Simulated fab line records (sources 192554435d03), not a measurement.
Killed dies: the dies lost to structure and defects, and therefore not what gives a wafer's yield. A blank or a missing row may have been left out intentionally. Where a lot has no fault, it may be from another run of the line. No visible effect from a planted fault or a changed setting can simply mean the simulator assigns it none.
Split-lot study	flow n5-finfet	on a route of 1938 steps: 7 lots, 21 wafers read

ON THE SPLIT
At N5_BEOL_M3_ETCH_64 (etches SOC in N2/H2, target depth 75 nm, overetch 15 nm, time 112.5 s), the setting time-s was moved away from the recipe's 112.5 s on 7 of the 21 wafers read, by -16.7% to +18.6%. This setting was run at the recipe's value on the other wafers.

Reading taken at the split's own step.

THE READING
SiARC_of_BEOL_M3_COAT_62.thk-nm (the simulator's own value, which no gauge read), in nm, at N5_BEOL_M3_ETCH_64 (etches SOC in N2/H2, target depth 75 nm, overetch 15 nm, time 112.5 s). There is no usual value for it anywhere in the file. Average 6.9 nm, standard deviation 0.2 nm, over the 14 wafers here run with the recipe.

wafer	tool, chamber at the split	time-s as run, s	against the recipe	SiARC_of_BEOL_M3_COAT_62.thk-nm, nm	against lot-mates on the recipe
L078.2	rie-diel-04, 0,1	112.5	recipe	6.8	-
L078.6	rie-diel-04, 0,1	112.5	recipe	6.8	-
L078.5	rie-diel-04, 2	112.5	recipe	6.6	-
L081.1	rie-diel-03, 2	112.5	recipe	7	-
L081.5	rie-diel-03, 2	112.5	recipe	7	-
L081.4	rie-diel-03, 1	112.5	recipe	7.2	-
L083.1	rie-diel-04, 0,1	112.5	recipe	6.8	-
L083.2	rie-diel-04, 0,1	112.5	recipe	6.8	-
L083.3	rie-diel-04, 2	129.2	+14.8%	6	-0.8
L088.4	rie-diel-03, 0	133.4	+18.6%	6	-1.2
L088.5	rie-diel-03, 1	112.5	recipe	7.2	-
L088.6	rie-diel-03, 0	133.4	+18.6%	6.2	-1.0
L089.2	rie-diel-03, 1	112.5	recipe	7.2	-
L089.3	rie-diel-03, 0	112.5	recipe	7	-
L089.5	rie-diel-03, 0	112.5	recipe	7	-
L090.1	rie-diel-02, 2	130.6	+16.1%	5.8	-1.0
L090.2	rie-diel-02, 1	112.5	recipe	6.8	-
L090.4	rie-diel-02, 0	130.6	+16.1%	6	-0.8
L093.1	rie-diel-02, 3,2	93.74	-16.7%	7.6	+1.0
L093.2	rie-diel-02, 3,2	93.74	-16.7%	7.6	+1.0
L093.6	rie-diel-02, 2	112.5	recipe	6.6	-
If several chambers appear in one row, that row covers several wafers at once and the file leaves open which wafer was in which chamber.

THE FIT
A straight line over all 21 wafers: SiARC_of_BEOL_M3_COAT_62.thk-nm changes by -0.0492 nm for each +1% of time-s; r = -0.93; the points scatter about the line by 0.2 nm.
The same after taking each lot's own level away (the mean of its wafers on the recipe; 21 wafers): -0.0582 nm for each +1%; r = -0.99; scatter 0.082 nm.
On that fit, the largest move of time-s shifts the reading by 1.1 nm.
Measured against the standard deviation above, the lots' own levels, which go from 6.60 to 7.20 nm, span 3.1 times it.
Thus the slope moves with the lot-to-lot level: the two fits are different.
Check: with one of the wafers moved furthest among these (+18.6%) left out of the fit, the line predicts -1.04 nm for it against its lot-mates. It came out at -1.2 nm against them.

THESE WAFERS: OTHER SPLITS
Note: prior to the reading, these wafers also went through further splits. Each is held against what the fit with the lots' levels taken away leaves over:
other split on the same wafers	wafers away from the commonest value	r with SiARC_of_BEOL_M3_COAT_62.thk-nm (lot level and that fit taken away)
N5_BEOL_M0_SAQP_COAT_34 spin-rpm	5	+0.11
N5_BEOL_M0_ETCH_138 bias-w	8	-0.17
N5_BEOL_M0_ETCH_109 bias-w	5	-0.10
N5_BEOL_M1_VIA_ETCH_34 time-s	5	+0.26
N5_BEOL_M1_TRENCH_ETCH_37 time-s	9	-0.20
N5_BEOL_M2_PECVD_72 temp-c	5	+0.00
N5_BEOL_M2_ETCH_69 bias-w	10	+0.33
N5_BEOL_M2_VIA_ETCH_34 time-s	7	+0.06

FILE'S OWN FIT
SiARC_of_BEOL_M3_COAT_62.thk-nm changes by -0.0576 nm for each +1% of time-s, r = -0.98.
